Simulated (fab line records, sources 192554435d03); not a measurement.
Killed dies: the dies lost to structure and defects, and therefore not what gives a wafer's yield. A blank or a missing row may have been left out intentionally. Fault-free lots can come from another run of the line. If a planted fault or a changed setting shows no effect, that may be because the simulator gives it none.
fab line records | flow n5_finfet | part 1 of 2: steps 1 to 19 of 26
record: lots: 5 wafers: 15 last_day: 16
route steps=1938 shown MOL_CONTACT_COAG@562
lots with no fault: from the same line, run without faults
start_h: hours from the record's first day to the start of the lot's first wafer shown | wait_h: how many hours have passed since the lot's step before this one | " the same as in the row above | L1.1+2: a single row standing in for several wafers | - no value present, or no start provided | * or withheld: withheld | < > ~ a bound
route shown NAME@n: a module of which the file shows steps, and the number in the route of the first | usual: average and standard deviation across the fault-free wafers | same: alike in all rows | chamber/n: place in a boat | sites: each site's reading | _std_site: standard deviation across them | _edge_site: mean of outer sites minus mean of inner sites | radius_mm: how far each site lies from the wafer's centre | mask NAME#n: copy n | behind: the last tool/chamber to shape the wafer | hold: the reason the lot was held/the length of the hold in hours/how it ended | device: whichever transistor did not switch (one of n, p or np) | end of line: the route-end tests of the same wafers | a step given without rows: its recipe and nothing more | killed: at the first sort, the dies lost to defects and structure; wafer yield is something else | map: a wafer's dies, marking killed ones x, the rest . and places with no die _
set.NAME: the setting that was run; set.NAME@STEP: the one run at that earlier step | model.NAME: the simulator's own value behind a step, which no gauge read
lots at some steps of the route; a table a step, a row a wafer
services: a tool's chamber out of use, with start hour (start_h, from the record's first day; less than 0 if before it), hours out, and reason
== steps ==
step: N5_MOL_CONTACT_COAG_ALD_123
recipe: material: SiNx target_thk_a: 50 temp_c: 400 ald_precursor_family: SiH2I2 ald_co_reactant: N2/H2-plasma pulse_time_s: 1 purge_time_s: 2 co_reactant_purge_time_s: 2 ald_cycles: 100 pressure_torr: 2
usual: heater_power_w: 817/74 precursor_pulse_height_rel: 0.999/0.018
columns lot.wafer tool chamber start_h wait_h heater_power_w precursor_pulse_height_rel
L075.1 ald_sin-02 2 99.95 0.8 896 0.984
L075.2 " 3 " " 792 0.975
L075.5 " 0 " " 776 0.992
L077.1 ald_sin-03 2 120.53 0.0 708 1.000
L077.3 " 3 " " 853 0.989
L077.4 " 0 " " 832 1.007
L078.2 ald_sin-02 3 131.40 0.0 798 1.004
L078.4 " 2 " " 918 0.994
L078.5 " 2 " " 903 0.975
L090.1 ald_sin-04 2 198.59 0.3 980 0.989
L090.3 " 1 " " 849 0.997
L090.4 " 0 " " 791 0.984
L093.1 ald_sin-04 2 215.81 0.0 1002 0.989
L093.3 " 1 " " 852 0.976
L093.6 " 3 " " 760 0.990
step: N5_MOL_CONTACT_COAG_PECVD_31
recipe: material: SiO2 target_thk_a: 460 temp_c: 400 precursor: TEOS/O2 pressure_torr: 6.5 rf_w: withheld teos_flow_sccm: withheld gas: O2 flow_sccm: 2650 time_s: 8.9
columns lot.wafer tool chamber start_h wait_h
L075.1+2+5 pecvd-03 0,2,2 100.46 0.3
L077.1+3+4 pecvd-03 0,1,1 121.04 0.3
L078.2+4+5 pecvd-02 0,0,2 131.90 0.3
L090.1+3+4 pecvd-02 2,2,1 199.09 0.3
L093.1+3+6 pecvd-02 2,0,1 216.32 0.3
step: N5_MOL_CONTACT_COAG_COAT_75
recipe: resist: SOC temp_c: 250 time_s: 60 spin_rpm: 1500 resist_thk_nm: 60
usual: resist_line_temp_C: 23.00/0.12
columns lot.wafer tool chamber start_h wait_h resist_line_temp_C
L075.1 litho_track-03 0 100.53 0.1 23.05
L075.2 " 0 " " 23.04
L075.5 " 0 " " 23.06
L077.1 litho_track-03 0 121.09 0.0 23.12
L077.3 " 0 " " 22.79
L077.4 " 0 " " 23.18
L078.2 litho_track-02 0 131.96 0.0 23.01
L078.4 " 0 " " 23.00
L078.5 " 0 " " 23.28
L090.1 litho_track-02 0 199.16 0.1 23.03
L090.3 " 0 " " 22.99
L090.4 " 0 " " 23.13
L093.1 litho_track-02 0 216.38 0.0 23.08
L093.3 " 0 " " 23.15
L093.6 " 0 " " 23.11
step: N5_MOL_CONTACT_COAG_COAT_76
recipe: resist: SiARC temp_c: 220 time_s: 60 spin_rpm: 1500 resist_thk_nm: 10
usual: resist_line_temp_C: 22.97/0.097
columns lot.wafer tool chamber start_h wait_h resist_line_temp_C
L075.1 litho_track-03 0 - - 22.83
L075.2 " 0 " " 22.86
L075.5 " 0 " " 23.04
L077.1 litho_track-03 0 - - 23.11
L077.3 " 0 " " 22.75
L077.4 " 0 " " 22.86
L078.2 litho_track-02 0 - - 22.96
L078.4 " 0 " " 22.79
L078.5 " 0 " " 23.02
L090.1 litho_track-02 0 - - 22.95
L090.3 " 0 " " 23.06
L090.4 " 0 " " 23.17
L093.1 litho_track-02 0 - - 22.94
L093.3 " 0 " " 23.01
L093.6 " 0 " " 22.96
step: N5_MOL_CONTACT_COAG_COAT_77
recipe: resist: underlayer temp_c: 205 time_s: 60 spin_rpm: 1500 resist_thk_nm: 10
usual: resist_line_temp_C: 22.98/0.12
columns lot.wafer tool chamber start_h wait_h resist_line_temp_C
L075.1 litho_track-03 0 - - 22.99
L075.2 " 0 " " 22.85
L075.5 " 0 " " 23.18
L077.1 litho_track-03 0 - - 23.01
L077.3 " 0 " " 22.91
L077.4 " 0 " " 22.86
L078.2 litho_track-02 0 - - 23.15
L078.4 " 0 " " 23.04
L078.5 " 0 " " 22.90
L090.1 litho_track-02 0 - - 23.01
L090.3 " 0 " " 22.97
L090.4 " 0 " " 22.95
L093.1 litho_track-02 0 - - 22.88
L093.3 " 0 " " 23.02
L093.6 " 0 " " 23.01
step: N5_MOL_CONTACT_COAG_COAT_78
recipe: resist: CAR-EUV spin_rpm: 1500 resist_thk_nm: 40
usual: resist_line_temp_C: 23.00/0.14
columns lot.wafer tool chamber start_h wait_h resist_line_temp_C
L075.1 litho_track-03 0 - - 23.14
L075.2 " 0 " " 23.13
L075.5 " 0 " " 23.07
L077.1 litho_track-03 0 - - 23.14
L077.3 " 0 " " 23.24
L077.4 " 0 " " 23.11
L078.2 litho_track-02 0 - - 22.70
L078.4 " 0 " " 22.70
L078.5 " 0 " " 22.78
L090.1 litho_track-02 0 - - 23.07
L090.3 " 0 " " 23.17
L090.4 " 0 " " 23.05
L093.1 litho_track-02 0 - - 23.07
L093.3 " 0 " " 22.92
L093.6 " 0 " " 23.02
step: N5_MOL_CONTACT_COAG_EBR_80
recipe: solvent: PGMEA ebr_width_mm: 1.5
usual: resist_line_temp_C: 22.99/0.099
columns lot.wafer tool chamber start_h wait_h resist_line_temp_C
L075.1 litho_track-03 0 - - 22.97
L075.2 " 0 " " 23.15
L075.5 " 0 " " 22.94
L077.1 litho_track-03 0 - - 22.93
L077.3 " 0 " " 22.99
L077.4 " 0 " " 23.02
L078.2 litho_track-02 0 - - 22.96
L078.4 " 0 " " 22.89
L078.5 " 0 " " 22.89
L090.1 litho_track-02 0 - - 23.02
L090.3 " 0 " " 23.04
L090.4 " 0 " " 23.02
L093.1 litho_track-02 0 - - 22.97
L093.3 " 0 " " 22.80
L093.6 " 0 " " 22.95
step: N5_MOL_CONTACT_COAG_SOFTBAKE_79
recipe: temp_c: 110 time_s: 60 resist: CAR-EUV
usual: resist_line_temp_C: 22.99/0.098
columns lot.wafer tool chamber start_h wait_h resist_line_temp_C
L075.1 litho_track-03 0 - - 23.17
L075.2 " 0 " " 23.25
L075.5 " 0 " " 23.31
L077.1 litho_track-03 0 - - 22.87
L077.3 " 0 " " 22.98
L077.4 " 0 " " 22.91
L078.2 litho_track-02 0 - - 22.98
L078.4 " 0 " " 22.96
L078.5 " 0 " " 23.02
L090.1 litho_track-02 0 - - 23.00
L090.3 " 0 " " 22.99
L090.4 " 0 " " 22.96
L093.1 litho_track-02 0 - - 23.05
L093.3 " 0 " " 23.06
L093.6 " 0 " " 22.93
step: N5_MOL_CONTACT_COAG_EXPOSE_81
recipe: mask_id: VG na: 0.33 source_shape: annular sigma_inner: 0.3 sigma_outer: 0.7 polarization: unpolarized defocus_nm: 0 dose_mj: 59.5
columns lot.wafer tool chamber start_h wait_h mask
L075.1+2+5 euv_scanner-02 0 100.67 - VG#0
L077.1+3+4 euv_scanner-02 0 121.23 - VG#0
L078.2+4+5 euv_scanner-01 0 132.23 - VG#0
L090.1+3+4 euv_scanner-02 0 199.43 - VG#0
L093.1+3+6 euv_scanner-02 0 216.64 - VG#0
step: N5_MOL_CONTACT_COAG_PEB_82
recipe: peb_temp_c: 100 peb_time_s: 60 resist: CAR-EUV
usual: resist_line_temp_C: 22.99/0.11
columns lot.wafer tool chamber start_h wait_h resist_line_temp_C
L075.1 litho_track-02 0 100.74 0.1 23.01
L075.2 " 0 " " 23.01
L075.5 " 0 " " 23.03
L077.1 litho_track-03 0 121.31 0.1 22.89
L077.3 " 0 " " 23.04
L077.4 " 0 " " 23.06
L078.2 litho_track-02 0 132.30 0.1 23.07
L078.4 " 0 " " 23.10
L078.5 " 0 " " 23.07
L090.1 litho_track-02 0 199.50 0.1 23.09
L090.3 " 0 " " 23.13
L090.4 " 0 " " 22.98
L093.1 litho_track-02 0 216.71 0.1 22.87
L093.3 " 0 " " 22.85
L093.6 " 0 " " 22.86
step: N5_MOL_CONTACT_COAG_DEVELOP_83
recipe: develop_time_s: 30 developer: TMAH resist: CAR-EUV rinse_liquid: surfactant_rinse dry: air_spin dev_temp_c: 23
usual: resist_line_temp_C: 22.97/0.099
columns lot.wafer tool chamber start_h wait_h resist_line_temp_C
L075.1 litho_track-02 0 - - 23.18
L075.2 " 0 " " 23.09
L075.5 " 0 " " 22.95
L077.1 litho_track-03 0 - - 22.95
L077.3 " 0 " " 22.87
L077.4 " 0 " " 22.85
L078.2 litho_track-02 0 - - 22.93
L078.4 " 0 " " 23.04
L078.5 " 0 " " 22.95
L090.1 litho_track-02 0 - - 23.09
L090.3 " 0 " " 23.05
L090.4 " 0 " " 23.25
L093.1 litho_track-02 0 - - 22.93
L093.3 " 0 " " 22.80
L093.6 " 0 " " 22.81
step: N5_MOL_CONTACT_COAG_CD_MEAS_84
recipe: target_cd_nm: 25.1 landing_energy_ev: 500 detector: se_inlens polarity: opening
usual: cd_nm: 25.05/0.29
columns lot.wafer tool chamber start_h wait_h cd_nm
L075.1 cd_sem-01 0 100.81 - 25.32
L075.2 " 0 " " 25.09
L075.5 " 0 " " 25.23
L077.1 cd_sem-03 0 121.37 - 24.68
L077.3 " 0 " " 25.17
L077.4 " 0 " " 25.65
L078.2 cd_sem-02 0 132.37 - 25.03
L078.4 " 0 " " 25.11
L078.5 " 0 " " 24.88
L090.1 cd_sem-02 0 199.57 - 24.86
L090.3 " 0 " " 24.84
L090.4 " 0 " " 25.31
L093.1 cd_sem-03 0 216.78 - 25.04
L093.3 " 0 " " 25.24
L093.6 " 0 " " 24.66
step: N5_MOL_CONTACT_COAG_OVL_MEAS_85
recipe: points_per_wafer: 522
usual: VG_OVL: 0.5/0.74
columns lot.wafer tool chamber start_h wait_h VG_OVL[nm]
L075.1 overlay-02 0 100.84 0.0 1.6
L075.2 " 0 " " 1.9
L075.5 " 0 " " 1.8
L077.1 overlay-02 0 121.41 0.0 0.6
L077.3 " 0 " " 1.0
L077.4 " 0 " " 0.6
L078.2 overlay-02 0 132.41 0.0 -0.2
L078.4 " 0 " " -0.2
L078.5 " 0 " " -0.2
L090.1 overlay-02 0 199.60 0.0 -0.4
L090.3 " 0 " " 0.0
L090.4 " 0 " " 0.7
L093.1 overlay-01 0 216.81 0.0 0.6
L093.3 " 0 " " 1.1
L093.6 " 0 " " 1.2
step: N5_MOL_CONTACT_COAG_INSPECT_57
recipe: mode: adi inspect_instrument: brightfield
usual: raw_defect_count: 207/52
columns lot.wafer tool chamber start_h wait_h raw_defect_count
L075.1 defect_inspect-02 - 100.90 0.1 203
L075.2 " - " " 215
L075.5 " - " " 154
L077.1 defect_inspect-02 - 121.47 0.1 242
L077.3 " - " " 209
L077.4 " - " " 212
L078.2 defect_inspect-02 - 132.46 0.0 172
L078.4 " - " " 189
L078.5 " - " " 152
L090.1 defect_inspect-02 - 199.66 0.1 240
L090.3 " - " " 225
L090.4 " - " " 238
L093.1 defect_inspect-02 - 216.87 0.1 334
L093.3 " - " " 225
L093.6 " - " " 159
step: N5_MOL_CONTACT_COAG_DESCUM_88
recipe: chemistry: O2 time_s: 7 source_power_w: 50 bias_power_w: 20 pressure_mtorr: 20 rf_frequency_hz: 2.712e+07 temp_c: 40 resist: CAR-EUV o2_flow_sccm: 225
usual: drypump_motor_current_A: 5.7/0.47 o2_flow_sccm: 225.0/0.64 oes_product_au: 0.77/0.058 rf_vpp_V: 243.6/1.1 showerhead_plenum_p_Torr: 2.13/0.05 throttle_valve_pct: 20.54/0.26
columns lot.wafer tool chamber start_h wait_h drypump_motor_current_A o2_flow_sccm oes_product_au rf_hours_counter_h rf_vpp_V showerhead_plenum_p_Torr throttle_valve_pct
L075.1 rie_diel-06 1 100.93 0.0 5.7 224.4 0.71 177 244.9 2.18 20.57
L075.2 " 0 " " 6.4 225.8 0.73 172 243.8 2.09 20.83
L075.5 " 3 " " 5.7 225.8 0.86 - 244.0 2.13 20.58
L077.1 rie_diel-02 3 121.50 0.0 5.9 224.5 0.77 106 244.2 2.11 20.71
L077.3 " 2 " " 5.1 223.8 0.73 175 243.6 2.10 20.94
L077.4 " 0 " " 6.5 225.2 0.88 40 244.0 2.20 20.33
L078.2 rie_diel-02 0 132.49 0.0 6.6 224.8 0.89 42 246.0 2.20 20.30
L078.4 " 3 " " 5.9 226.1 0.77 108 242.5 2.11 20.72
L078.5 " 0 " " 6.5 225.3 0.89 - 244.7 2.20 20.32
L090.1 rie_diel-06 3 199.69 0.0 5.7 225.0 0.81 100 242.2 2.12 20.64
L090.3 " 1 " " 5.7 224.4 0.68 212 244.8 2.17 20.65
L090.4 " 0 " " 6.4 224.9 0.69 210 242.7 2.08 20.89
L093.1 rie_diel-05 1 216.91 0.0 6.2 225.6 0.82 99 243.3 2.12 20.64
L093.3 " 2 " " 4.9 224.0 0.73 199 245.4 2.17 20.17
L093.6 " 0 " " 5.5 224.3 0.78 - 241.5 2.10 20.74
step: N5_MOL_CONTACT_COAG_ETCH_89
recipe: chemistry: N2/H2 target: underlayer target_depth_a: 130 mask_material: CAR-EUV time_s: 10.4 ion_energy_ev: 200 pressure_mtorr: 30 source_w: 840 bias_w: 150 n2_flow_sccm: 200 h2_flow_sccm: 200 ends: cleared
usual: bias_w: 150.0/0.47 drypump_motor_current_A: 5.7/0.47 etch_rf_on_time_s: 10.38/0.22 oes_product_au: 0.66/0.051 rf_vpp_V: 525.1/1.5 showerhead_plenum_p_Torr: 2.58/0.058 throttle_valve_pct: 17.92/0.21
columns lot.wafer tool chamber start_h wait_h bias_w drypump_motor_current_A etch_rf_on_time_s oes_product_au rf_hours_counter_h rf_vpp_V showerhead_plenum_p_Torr throttle_valve_pct
L075.1 rie_diel-06 1 100.97 0.0 150.3 5.7 10.29 0.62 177 526.8 2.63 17.81
L075.2 " 0 " " 149.6 6.4 10.47 0.62 172 523.6 2.53 18.23
L075.5 " 3 " " 149.9 5.7 10.20 0.74 - 524.7 2.57 17.89
L077.1 rie_diel-02 3 121.54 0.0 150.0 5.9 10.43 0.66 106 525.6 2.56 18.19
L077.3 " 2 " " 149.3 5.1 10.61 0.63 175 524.0 2.52 18.15
L077.4 " 0 " " 149.5 6.6 10.31 0.75 40 527.3 2.72 17.97
L078.2 rie_diel-02 0 132.53 0.0 150.3 6.6 10.32 0.74 42 527.2 2.72 17.97
L078.4 " 3 " " 150.2 5.9 10.40 0.66 108 526.7 2.56 18.19
L078.5 " 0 " " 150.6 6.5 10.37 0.75 - 527.3 2.72 17.98
L090.1 rie_diel-06 3 199.73 0.0 150.0 5.7 10.26 0.70 100 524.8 2.56 17.95
L090.3 " 1 " " 149.3 5.7 10.38 0.59 212 526.7 2.62 17.89
L090.4 " 0 " " 150.3 6.4 10.68 0.59 210 522.5 2.51 18.30
L093.1 rie_diel-05 1 216.94 0.0 150.2 6.2 10.15 0.71 99 524.3 2.56 18.02
L093.3 " 2 " " 149.9 4.9 10.54 0.61 199 524.4 2.64 17.68
L093.6 " 0 " " 151.0 5.5 9.98 0.67 - 524.4 2.54 17.95
step: N5_MOL_CONTACT_COAG_ETCH_90
recipe: chemistry: CF4 target: SiARC target_depth_a: 130 mask_material: CAR-EUV time_s: 21.7 ion_energy_ev: 80 pressure_mtorr: 40 source_w: 545 bias_w: 36 Ar_flow_sccm: 100 cf4_flow_sccm: 100 ends: cleared
usual: bias_w: 36.00/0.11 cf4_flow_sccm: 100.0/0.3 drypump_motor_current_A: 5.7/0.47 etch_rf_on_time_s: 21.5/0.35 oes_product_au: 0.66/0.049 rf_vpp_V: 184.3/0.95 showerhead_plenum_p_Torr: 2.18/0.041 throttle_valve_pct: 15.68/0.22
columns lot.wafer tool chamber start_h wait_h bias_w cf4_flow_sccm drypump_motor_current_A etch_rf_on_time_s oes_product_au rf_hours_counter_h rf_vpp_V showerhead_plenum_p_Torr throttle_valve_pct
L075.1 rie_diel-06 1 100.99 0.0 35.87 99.8 5.7 21.2 0.61 177 185.6 2.22 15.73
L075.2 " 0 " " 35.87 100.8 6.4 21.6 0.62 172 184.5 2.13 15.91
L075.5 " 3 " " 36.20 99.8 5.7 21.1 0.75 - 184.2 2.18 15.65
L077.1 rie_diel-02 3 121.56 0.0 35.96 100.2 5.8 21.4 0.67 106 183.7 2.16 15.88
L077.3 " 2 " " 35.98 100.3 5.1 22.0 0.63 175 182.4 2.15 16.05
L077.4 " 0 " " 35.99 100.0 6.5 21.2 0.76 40 184.7 2.25 15.52
L078.2 rie_diel-02 0 132.55 0.0 35.89 100.2 6.5 21.5 0.74 42 184.3 2.25 15.53
L078.4 " 3 " " 36.11 100.4 5.8 21.4 0.67 108 183.9 2.15 15.88
L078.5 " 0 " " 36.06 100.4 6.5 21.3 0.75 - 185.8 2.25 15.51
L090.1 rie_diel-06 3 199.75 0.0 36.00 100.2 5.7 21.5 0.69 100 184.1 2.16 15.71
L090.3 " 1 " " 36.00 100.4 5.7 21.3 0.60 212 185.1 2.21 15.78
L090.4 " 0 " " 36.07 99.4 6.4 21.9 0.59 210 184.4 2.12 15.98
L093.1 rie_diel-05 1 216.96 0.0 36.04 100.3 6.2 21.4 0.71 99 185.3 2.16 15.72
L093.3 " 2 " " 36.09 99.4 4.9 21.9 0.62 199 185.0 2.21 15.44
L093.6 " 0 " " 36.06 99.9 5.5 20.9 0.66 - 182.5 2.15 15.90
step: N5_MOL_CONTACT_COAG_ALD_131
recipe: material: SiO2 target_thk_a: 50 temp_c: 100 ald_precursor_family: BDEAS ald_co_reactant: O2-plasma pulse_time_s: 1 co_reactant_pulse_time_s: 1 purge_time_s: 2 co_reactant_purge_time_s: 2 ald_cycles: 35 pressure_torr: 2
usual: heater_power_w: 76/8.5 precursor_pulse_height_rel: 1.001/0.021
columns lot.wafer tool chamber start_h wait_h heater_power_w precursor_pulse_height_rel
L075.1 ald_sin-04 3 101.07 0.1 71 1.007
L075.2 " 2 " " 95 1.004
L075.5 " 2 " " 94 0.985
L077.1 ald_sin-04 1 121.64 0.1 77 0.979
L077.3 " 3 " " 71 1.008
L077.4 " 2 " " 94 1.032
L078.2 ald_sin-03 1 132.63 0.1 65 1.029
L078.4 " 3 " " 82 1.033
L078.5 " 0 " " 78 0.977
L090.1 ald_sin-02 3 199.83 0.1 73 0.993
L090.3 " 2 " " 82 0.968
L090.4 " 0 " " 72 0.956
L093.1 ald_sin-04 0 217.04 0.1 74 1.024
L093.3 " 2 " " 94 1.019
L093.6 " 1 " " 78 1.010
step: N5_MOL_CONTACT_COAG_ETCHBACK_132
recipe: chemistry: CHF3 target: SiO2 target_depth_a: 100 time_s: 6.7 ion_energy_ev: 200 pressure_mtorr: 30 source_w: 610 bias_w: 170 Ar_flow_sccm: 200 CHF3_flow_sccm: 50
usual: bias_w: 170.0/0.48 drypump_motor_current_A: 5.8/0.46 oes_product_au: 0.77/0.056 rf_vpp_V: 519/11 showerhead_plenum_p_Torr: 2.41/0.04 throttle_valve_pct: 18.82/0.22
columns lot.wafer tool chamber start_h wait_h bias_w drypump_motor_current_A oes_product_au rf_hours_counter_h rf_vpp_V showerhead_plenum_p_Torr throttle_valve_pct
L075.1 rie_diel-06 0 101.25 0.1 170.4 6.4 0.72 172 510 2.37 19.01
L075.2 " 3 " " 169.9 5.7 0.86 60 529 2.43 18.86
L075.5 " 3 " " 170.4 5.7 0.86 - 531 2.43 18.88
L077.1 rie_diel-02 0 121.82 0.1 170.3 6.6 0.88 40 520 2.51 18.66
L077.3 " 3 " " 169.5 5.9 0.77 106 497 2.39 18.99
L077.4 " 1 " " 168.5 6.3 0.71 210 518 2.36 18.57
L078.2 rie_diel-06 2 132.81 0.1 170.8 5.5 0.80 97 509 2.40 18.63
L078.4 " 3 " " 169.4 5.7 0.85 71 530 2.43 18.89
L078.5 " 3 " " 170.3 5.7 0.84 - 531 2.43 18.89
L090.1 rie_diel-06 3 200.01 0.1 170.1 5.7 0.81 100 530 2.42 18.93
L090.3 " 0 " " 170.9 6.4 0.68 210 507 2.36 19.07
L090.4 " 2 " " 169.7 5.5 0.76 124 509 2.39 18.67
L093.1 rie_diel-05 0 217.22 0.1 169.8 5.5 0.78 133 533 2.40 19.06
L093.3 " 2 " " 170.4 4.9 0.73 199 535 2.45 18.47
L093.6 " 2 " " 170.5 4.9 0.72 - 536 2.45 18.50
